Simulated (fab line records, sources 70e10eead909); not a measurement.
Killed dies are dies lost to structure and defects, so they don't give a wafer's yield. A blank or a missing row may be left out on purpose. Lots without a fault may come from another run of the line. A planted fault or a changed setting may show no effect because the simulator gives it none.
Which tool did it? | flow nand_harc | 11 lots, 32 wafers sampled, at 5 steps of a route of 1159

WHAT THE GAUGES READ, wafer by wafer
NHARC_END_SORT_01. Usual: killed_at_array 27, standard deviation 11; killed_at_other 0.7, standard deviation 0.93; killed_at_periphery 2.9, standard deviation 1.9; killed_dies 30, standard deviation 11; killed_open 3.1, standard deviation 1.7; killed_short 1.9, standard deviation 1.3.
lot  | measured     | on        | killed_at_array | killed_at_other | killed_at_periphery | killed_dies | killed_open | killed_short | flag
L494 | day 21 12:26 | prober-01 | 24 670          | 0 0             | 0 0                 | 24 670      | 2 4         | 3 4          | OFF
L500 | day 23 21:36 | prober-01 | 27 37 672       | 1 0 0           | 2 1 0               | 30 38 672   | 3 3 1       | 2 0 1        | OFF

WHICH TOOL RAN EACH LOT (tool, then ch and the chambers of the sampled wafers, then the start)
lot  | NHARC_A_CONTACT_ETCH_106           | NHARC_A_CONTACT_STRIP_82                      | NHARC_A_CONTACT_ETCH_92            | NHARC_A_CONTACT_ETCH_98
L484 | rie_diel-07 ch 0,2,3, day 16 14:37 | rie_diel-07 ch 0,1,3, day 16 22:51 or earlier | rie_diel-08 ch 0,3, day 16 22:51   | rie_diel-08 ch 0,3, day 16 22:59
L485 | rie_diel-08 ch 0,2, day 17 06:14   | rie_diel-08 ch 2,3, day 17 11:43 or earlier   | rie_diel-07 ch 0,1,3, day 17 11:43 | rie_diel-07 ch 0,2,3, day 17 11:49
L489 | rie_diel-07 ch 0,1,2, day 17 16:19 | rie_diel-07 ch 1,2,3, day 17 22:02 or earlier | rie_diel-08 ch 0,2,3, day 17 22:02 | rie_diel-08 ch 1,2, day 17 22:08
L490 | rie_diel-07 ch 0,1,3, day 17 17:59 | rie_diel-07 ch 1,2,3, day 18 00:31 or earlier | rie_diel-08 ch 0,1,3, day 18 00:31 | rie_diel-08 ch 0,2,3, day 18 00:40
L492 | rie_diel-07 ch 0,2, day 18 19:18   | rie_diel-07 ch 0,2, day 19 00:22 or earlier   | rie_diel-07 ch 1,2, day 19 00:22   | rie_diel-07 ch 0,1,2, day 19 00:31
L494 | rie_diel-04 ch 3, day 19 01:07     | rie_diel-04 ch 0, day 19 07:34 or earlier     | rie_diel-07 ch 0,2, day 19 07:34   | rie_diel-07 ch 3, day 19 07:39
L499 | rie_diel-04 ch 0,1, day 20 07:23   | rie_diel-04 ch 0,1, day 20 15:36 or earlier   | rie_diel-08 ch 1,2, day 20 15:36   | rie_diel-08 ch 1,3, day 20 15:49
L500 | rie_diel-07 ch 2,3, day 20 16:24   | rie_diel-07 ch 0,2, day 20 23:08 or earlier   | rie_diel-07 ch 0,1,2, day 20 23:08 | rie_diel-07 ch 0,1, day 20 23:17
L503 | rie_diel-07 ch 1,2,3, day 21 05:54 | rie_diel-07 ch 1,2,3, day 21 12:37 or earlier | rie_diel-04 ch 0,1,2, day 21 12:37 | rie_diel-04 ch 1,2,3, day 21 12:44
L507 | rie_diel-08 ch 0,2,3, day 22 13:11 | rie_diel-08 ch 1,2, day 22 18:27 or earlier   | rie_diel-08 ch 0,1,3, day 22 18:27 | rie_diel-08 ch 1,2,3, day 22 18:34
L506 | rie_diel-07 ch 0,3, day 22 20:51   | rie_diel-07 ch 2,3, day 23 01:56 or earlier   | rie_diel-04 ch 1,3, day 23 01:56   | rie_diel-04 ch 0,1, day 23 02:05
- NHARC_A_CONTACT_ETCH_106: etches the open film in CF4/O2, target depth 60 nm, overetch 6 nm, time 33 s.
- NHARC_A_CONTACT_STRIP_82: strips in O2.
- NHARC_A_CONTACT_ETCH_92: etches the open film in CH3F/O2, target depth 40 nm, time 85.7 s.
- NHARC_A_CONTACT_ETCH_98: etches the open film in C4F6/O2, target depth 20 nm, time 10 s.

WHAT THE TOOLS THEMSELVES READ (means of the sampled wafers that have a number; where no wafer has one, the mark that the record gives instead)
NHARC_A_CONTACT_ETCH_106. Usual: cf4_flow_sccm 79.98 sccm, standard deviation 0.26; drypump_motor_current_A 5.3 A, standard deviation 0.46; oes_product_au 0.998 a.u., standard deviation 0.0071; rf_vpp_V 197.8 V, standard deviation 1.5; showerhead_plenum_p_Torr 1.34 Torr, standard deviation 0.058; throttle_valve_pct 13.398 %, standard deviation 0.0096.
lot  | tool        | cf4_flow_sccm (sccm) | drypump_motor_current_A (A) | oes_product_au (a.u.) | rf_vpp_V (V) | showerhead_plenum_p_Torr (Torr) | throttle_valve_pct (%) | flag
L484 | rie_diel-07 | 79.82                | 5.1                         | 0.997                 | 197.2        | 1.34                            | 13.400                 |
L485 | rie_diel-08 | 80.04                | 5.7                         | 1.002                 | 196.6        | 1.30                            | 13.400                 |
L489 | rie_diel-07 | 80.01                | 5.1                         | 0.990                 | 198.4        | 1.38                            | 13.396                 |
L490 | rie_diel-07 | 80.02                | 5.1                         | 0.995                 | 197.8        | 1.35                            | 13.394                 |
L492 | rie_diel-07 | 79.61                | 5.1                         | 1.003                 | 199.2        | 1.37                            | 13.404                 |
L494 | rie_diel-04 | 79.88                | 6.7                         | 0.998                 | 196.1        | 1.27                            | 13.399                 | OFF
L499 | rie_diel-04 | 79.71                | 5.6                         | 1.001                 | 198.8        | 1.34                            | 13.395                 |
L500 | rie_diel-07 | 80.12                | 5.0                         | 1.001                 | 197.2        | 1.34                            | 13.396                 |
L503 | rie_diel-07 | 80.11                | 5.0                         | 1.000                 | 197.7        | 1.35                            | 13.383                 |
L507 | rie_diel-08 | 80.30                | 5.5                         | 1.006                 | 199.7        | 1.43                            | 13.392                 |
L506 | rie_diel-07 | 79.90                | 5.2                         | 1.001                 | 197.6        | 1.34                            | 13.407                 |

NHARC_A_CONTACT_STRIP_82. Usual: drypump_motor_current_A 5.3 A, standard deviation 0.43; oes_product_au 0.999 a.u., standard deviation 0.0071; rf_vpp_V 57.8 V, standard deviation 0.94; showerhead_plenum_p_Torr 3.54 Torr, standard deviation 0.14; throttle_valve_pct 17.037 %, standard deviation 0.0088.
lot  | tool        | drypump_motor_current_A (A) | oes_product_au (a.u.) | rf_vpp_V (V) | showerhead_plenum_p_Torr (Torr) | throttle_valve_pct (%) | flag
L484 | rie_diel-07 | 5.1                         | 0.996                 | 58.3         | 3.58                            | 17.036                 |
L485 | rie_diel-08 | 5.4                         | 1.006                 | 58.2         | 3.44                            | 17.042                 |
L489 | rie_diel-07 | 5.0                         | 1.003                 | 56.8         | 3.57                            | 17.039                 |
L490 | rie_diel-07 | 5.0                         | 0.994                 | 57.8         | 3.57                            | 17.033                 |
L492 | rie_diel-07 | 5.1                         | 1.007                 | 57.6         | 3.61                            | 17.037                 |
L494 | rie_diel-04 | 6.0                         | 1.006                 | 57.1         | 3.58                            | 17.038                 |
L499 | rie_diel-04 | 5.3                         | 1.007                 | 57.5         | 3.50                            | 17.038                 |
L500 | rie_diel-07 | 5.0                         | 1.008                 | 57.2         | 3.60                            | 17.042                 |
L503 | rie_diel-07 | 5.0                         | 1.004                 | 57.7         | 3.56                            | 17.039                 |
L507 | rie_diel-08 | 5.6                         | 0.993                 | 57.4         | 3.61                            | 17.046                 |
L506 | rie_diel-07 | 5.1                         | 1.006                 | 57.2         | 3.47                            | 17.036                 |

NHARC_A_CONTACT_ETCH_92. Usual: ch3f_flow_sccm 50.00 sccm, standard deviation 0.16; drypump_motor_current_A 5.4 A, standard deviation 0.53; oes_product_au 0.934 a.u., standard deviation 0.025; rf_vpp_V 244.3 V, standard deviation 1.8; showerhead_plenum_p_Torr 2.45 Torr, standard deviation 0.11; throttle_valve_pct 20.665 %, standard deviation 0.0084.
lot  | tool        | ch3f_flow_sccm (sccm) | drypump_motor_current_A (A) | oes_product_au (a.u.) | rf_vpp_V (V) | showerhead_plenum_p_Torr (Torr) | throttle_valve_pct (%) | flag
L484 | rie_diel-08 | 49.83                 | 5.6                         | 0.912                 | 241.5        | 2.28                            | 20.662                 |
L485 | rie_diel-07 | 50.10                 | 5.1                         | 0.918                 | 245.0        | 2.49                            | 20.676                 |
L489 | rie_diel-08 | 49.93                 | 5.5                         | 0.921                 | 243.4        | 2.39                            | 20.659                 |
L490 | rie_diel-08 | 50.00                 | 5.9                         | 0.921                 | 242.9        | 2.31                            | 20.668                 |
L492 | rie_diel-07 | 50.08                 | 5.0                         | 0.929                 | 245.6        | 2.55                            | 20.679                 |
L494 | rie_diel-07 | 49.94                 | 5.2                         | 0.923                 | 245.2        | 2.52                            | 20.672                 |
L499 | rie_diel-08 | 50.08                 | 5.6                         | 0.922                 | 245.4        | 2.53                            | 20.674                 |
L500 | rie_diel-07 | 50.12                 | 5.1                         | 0.926                 | 244.9        | 2.53                            | 20.660                 |
L503 | rie_diel-04 | 49.93                 | 5.4                         | 1.005                 | 244.8        | 2.44                            | 20.663                 |
L507 | rie_diel-08 | 50.10                 | 5.9                         | 0.927                 | 245.1        | 2.55                            | 20.664                 |
L506 | rie_diel-04 | 50.04                 | 5.6                         | 0.925                 | 243.2        | 2.38                            | 20.659                 |

NHARC_A_CONTACT_ETCH_98. Usual: drypump_motor_current_A 5.5 A, standard deviation 0.53; oes_product_au 0.958 a.u., standard deviation 0.02; rf_vpp_V 546 V, standard deviation 3.6; showerhead_plenum_p_Torr 3.91 Torr, standard deviation 0.16; throttle_valve_pct 26.903 %, standard deviation 0.0086.
lot  | tool        | drypump_motor_current_A (A) | oes_product_au (a.u.) | rf_vpp_V (V) | showerhead_plenum_p_Torr (Torr) | throttle_valve_pct (%) | flag
L484 | rie_diel-08 | 5.8                         | 0.962                 | 541          | 3.66                            | 26.896                 |
L485 | rie_diel-07 | 5.1                         | 0.968                 | 548          | 3.95                            | 26.906                 |
L489 | rie_diel-08 | 6.0                         | 0.950                 | 546          | 3.91                            | 26.911                 |
L490 | rie_diel-08 | 5.5                         | 0.946                 | 544          | 3.82                            | 26.910                 |
L492 | rie_diel-07 | 5.1                         | 0.950                 | 548          | 4.04                            | 26.906                 |
L494 | rie_diel-07 | 5.1                         | 0.836                 | 543          | 3.80                            | 26.900                 | OFF
L499 | rie_diel-08 | 5.8                         | 0.987                 | 542          | 3.68                            | 26.903                 |
L500 | rie_diel-07 | 5.1                         | 0.872                 | 550          | 4.05                            | 26.909                 | OFF
L503 | rie_diel-04 | 5.7                         | 0.998                 | 544          | 3.81                            | 26.899                 |
L507 | rie_diel-08 | 5.7                         | 0.944                 | 550          | 4.04                            | 26.903                 |
L506 | rie_diel-04 | 5.6                         | 0.946                 | 547          | 3.92                            | 26.914                 |

THE ANSWER, worked out from the rows above alone
Rule: a lot is off if the mean of its wafers that have a number lies more than 3 standard deviations from the usual mean. A lot without any number at a reading at which 4 lots or more have one is off too. The other lots that the step has rows for count as sound. The gauges are gone through in route order, then the tools' own readings, and for those a lot's mean is taken as printed above. The first step at which some lot is off is used, and at that step the reading that is off furthest; a lot without a number counts as furthest.
Off: L494, L500, at NHARC_END_SORT_01 (killed_at_array). Neither off nor sound, because the step has no rows for them: L484, L485, L489, L490, L492, L499, L503, L507, L506.
A tool fits if, at a process step before that reading, it ran every lot that is off, and no sound lot after the first of them. The gauges at NHARC_END_SORT_01 aren't tried: what is off there is off at NHARC_A_CONTACT_ETCH_98 too, on other tools, and a gauge's error can't cause that. NHARC_A_CONTACT_STRIP_82 gives no start for some lots, so the hours and the order of its lots are those of NHARC_A_CONTACT_ETCH_92. One fits: rie_diel-07 at NHARC_A_CONTACT_ETCH_92 and NHARC_A_CONTACT_ETCH_98. It ran no sound lot before its first lot that is off in this sample, so the start can't be narrowed down.

WHAT THE SIMULATOR HAD PUT IN
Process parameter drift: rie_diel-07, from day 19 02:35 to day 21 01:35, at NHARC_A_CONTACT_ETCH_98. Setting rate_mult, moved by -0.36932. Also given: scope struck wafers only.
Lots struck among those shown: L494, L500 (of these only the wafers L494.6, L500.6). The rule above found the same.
